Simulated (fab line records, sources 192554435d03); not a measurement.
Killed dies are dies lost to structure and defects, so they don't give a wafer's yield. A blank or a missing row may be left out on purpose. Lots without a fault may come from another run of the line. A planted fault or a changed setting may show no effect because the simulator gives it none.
Which tool did it? | flow n5_finfet | 22 lots, 66 wafers sampled, at 1 step of a route of 1938

WHAT THE GAUGES READ, wafer by wafer
N5_BEOL_M9_CD_MEAS_18: pitch 140 nm, target cd 70 nm.
lot  | measured     | on        | cd_nm (nm)
L074 | day 10 12:07 | cd_sem-03 | 69.5 70.8 70.4
L076 | day 10 17:09 | cd_sem-03 | 69.2 69.6 69.4
L075 | day 10 19:38 | cd_sem-01 | 69.5 69.7 69.4
L079 | day 11 00:34 | cd_sem-03 | 70.0 70.8 70.2
L078 | day 11 09:53 | cd_sem-01 | 69.0 70.5 68.9
L081 | day 11 23:02 | cd_sem-02 | 70.1 70.2 69.7
L082 | day 11 23:28 | cd_sem-03 | 70.2 69.2 70.2
L077 | day 12 09:05 | cd_sem-03 | 70.4 69.9 69.4
L080 | day 12 09:15 | cd_sem-01 | 70.2 68.9 69.5
L083 | day 12 20:26 | cd_sem-02 | 70.2 69.7 69.9
L085 | day 13 06:36 | cd_sem-02 | 70.1 69.6 70.0
L086 | day 13 10:51 | cd_sem-02 | 69.4 69.5 69.6
L088 | day 13 12:01 | cd_sem-03 | 69.2 69.7 69.8
L087 | day 13 17:44 | cd_sem-01 | 69.5 70.2 69.6
L089 | day 14 10:34 | cd_sem-03 | 70.1 69.4 68.7
L091 | day 14 20:00 | cd_sem-03 | 68.6 69.5 68.7
L092 | day 14 23:47 | cd_sem-03 | 70.5 69.4 70.7
L094 | day 15 08:45 | cd_sem-02 | 70.3 70.3 69.9
L095 | day 15 09:01 | cd_sem-01 | 70.0 69.4 68.9
L093 | day 15 09:04 | cd_sem-03 | 70.2 70.3 69.9
L096 | day 15 09:14 | cd_sem-03 | 70.2 69.7 69.1
L097 | day 15 13:01 | cd_sem-03 | 70.1 70.1 69.7

WHICH TOOL RAN EACH LOT (tool, then ch and the chambers of the sampled wafers, then the start)
The record holds no process step before these readings.

WHAT THE TOOLS THEMSELVES READ (means of the sampled wafers that have a number; where no wafer has one, the mark that the record gives instead)
The record holds no such reading with a usual standard deviation.

THE ANSWER, worked out from the rows above alone
Rule: what is usual is taken from the lots themselves. Put in order of their means at a reading, lots are off if they are a third of the lots or fewer, leave a main group of 4 or more, and stand apart from it by a gap of 3 or more times the standard deviation of the main group's means; of several such gaps the widest counts. A main group whose means are all the same, to the digits that the tables above print for the reading, isn't used. A lot without any number at a reading at which 4 lots or more have one is off too. The other lots that the step has rows for count as sound. The gauges are gone through in route order, then the tools' own readings, and for those a lot's mean is taken as printed above. The first step at which some lot is off is used, and at that step the reading that is off furthest; a lot without a number counts as furthest.
No lot is off at any reading shown: from this, nothing can be told.

WHAT THE SIMULATOR HAD PUT IN
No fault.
